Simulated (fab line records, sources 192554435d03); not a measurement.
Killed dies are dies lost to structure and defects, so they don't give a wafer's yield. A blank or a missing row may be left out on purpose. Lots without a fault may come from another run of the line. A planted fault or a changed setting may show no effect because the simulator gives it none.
A struck lot beside a sound one | flow n5_finfet | 16 steps out of a route of 1938
Sound: wafers L415.2, L415.3, L415.4. Struck: wafers L423.1, L423.4, L423.5. The cause comes at the end.
At each step with rows: each side's tool, then ch and its chambers, then its first start. Under that, the readings that differ: sound wafers | struck wafers | difference of the means | sigmas: that difference in standard deviations of wafers without a fault.
alike: readings whose means differ by less than 2 such deviations, and words and numbers that are the same on both sides. not compared: withheld readings, readings that some wafer has no value for, bounds like >300 that may hide the same value, and numbers for which the record gives no deviation and whose values overlap.
The two part at a step that has a row with sigmas, a row that says differs or no value, or rows on one side only. Numbers that don't overlap but have no deviation are shown without sigmas and don't part them. A reading that every wafer of one side lacks parts them only if that side has two wafers or more.

N5_MOL_CONTACT_COAG_OVL_MEAS_85:
  sound on overlay-01 ch 0, day 5 08:04; struck on overlay-02 ch 0, day 7 01:26
  alike: VG_OVL
N5_MOL_CONTACT_COAG_INSPECT_57: inspects for defects (brightfield).
  sound on defect_inspect-02, day 5 08:07; struck on defect_inspect-01, day 7 01:31
  alike: raw_defect_count
N5_MOL_CONTACT_COAG_DESCUM_88: chemistry O2, time 7 s.
  sound on rie_diel-05 ch 0,2,3, day 5 08:08; struck on rie_diel-06 ch 0,3, day 7 01:46
  alike: drypump_motor_current_A, oes_product_au, rf_vpp_V, showerhead_plenum_p_Torr, throttle_valve_pct
  not compared: rf_hours_counter_h
N5_MOL_CONTACT_COAG_ETCH_89: etches underlayer in N2/H2, target depth 13 nm, time 10.4 s.
  sound on rie_diel-05 ch 0,2,3, day 5 08:11; struck on rie_diel-06 ch 0,3, day 7 01:49
  alike: bias_w, drypump_motor_current_A, etch_rf_on_time_s, oes_product_au, rf_vpp_V, showerhead_plenum_p_Torr, throttle_valve_pct
  not compared: rf_hours_counter_h
then, 1 step without rows for these wafers: N5_MOL_CONTACT_COAG_ETCH_90 (etches SiARC in CF4, target depth 13 nm, time 21.7 s).
N5_MOL_CONTACT_COAG_ALD_131: deposits SiO2, target thk 5 nm, pulse time 1 s, co reactant pulse time 1 s.
  sound on ald_sin-02 ch 0,1,3, day 5 08:22; struck on ald_sin-03 ch 0,1,2, day 7 01:55
  alike: heater_power_w, precursor_pulse_height_rel
N5_MOL_CONTACT_COAG_ETCHBACK_132: etches SiO2 in CHF3, target depth 10 nm, time 6.7 s.
  sound on rie_diel-06 ch 0,1,3, day 5 08:33; struck on rie_diel-06 ch 0,1, day 7 02:13
  alike: drypump_motor_current_A, oes_product_au, rf_vpp_V, showerhead_plenum_p_Torr, throttle_valve_pct
  not compared: rf_hours_counter_h
then, 3 steps without rows for these wafers: N5_MOL_CONTACT_COAG_ETCH_91 (etches SOC in N2/H2, target depth 60 nm, overetch 21 nm, time 101.2 s); N5_MOL_CONTACT_COAG_STRIP_92 (strips in N2/H2); N5_MOL_CONTACT_COAG_STRIP_93 (strips in N2/H2).
N5_MOL_CONTACT_COAG_ETCHBACK_135: etches SiO2 in CHF3, target depth 25 nm, time 16.7 s.
  sound on rie_diel-06 ch 0,1,3, day 5 08:41; struck on rie_diel-06 ch 0,1, day 7 02:20
  alike: drypump_motor_current_A, oes_product_au, rf_vpp_V, showerhead_plenum_p_Torr, throttle_valve_pct
  not compared: rf_hours_counter_h
then, 1 step without rows for these wafers: N5_MOL_CONTACT_COAG_STRIP_118 (strips in CHF3).
N5_MOL_CONTACT_COAG_VIA_ETCH_46: etches SiO2 in C4F6/O2, target depth 46 nm, overetch 9.2 nm, time 40 s.
  sound on rie_diel-06 ch 0,1,3, day 5 08:43; struck on rie_diel-06 ch 0,1, day 7 02:22
  reading    | sound             | struck            | difference | sigmas
  bias_w (W) | 454.4 455.3 457.2 | 479.0 478.4 478.2 | +22.9      | +15
  alike: O2_flow_sccm, drypump_motor_current_A, oes_product_au, rf_vpp_V, showerhead_plenum_p_Torr, throttle_valve_pct
  not compared: rf_hours_counter_h
then, 1 step without rows for these wafers: N5_MOL_CONTACT_COAG_STRIP_96 (strips in N2/H2).
-- the record jumps here: 4 days lie between the struck wafers' starts before and after (it left off in module MOL_CONTACT_COAG and takes up again in module BEOL_M4, whose first step shown is number 1111 of the route) --
N5_BEOL_M4_RC_MEAS_101:
  sound on prober-01 ch 0, day 8 10:47; struck on prober-01 ch 0, day 11 02:39
  alike: DIBL_N, DIBL_P, IOFF_N, IOFF_P, ION_N, ION_P, SS_N, SS_P, VT_N, VT_P
-- the record jumps here: 4 days lie between the struck wafers' starts before and after (it left off in module BEOL_M4 and takes up again in module PASSIVATION, whose first step shown is number 1936 of the route) --
N5_PASSIVATION_PROBE_49:
  the record has rows for the struck wafers here (prober-01, day 15 13:29) and none for the sound ones

WHERE THEY PART
First at N5_MOL_CONTACT_COAG_VIA_ETCH_46; last, within this record, at N5_PASSIVATION_PROBE_49.

WHY: what the simulator had put in
Process parameter drift: rie_diel-06, from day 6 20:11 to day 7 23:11, at N5_MOL_CONTACT_COAG_VIA_ETCH_46. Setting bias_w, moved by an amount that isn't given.
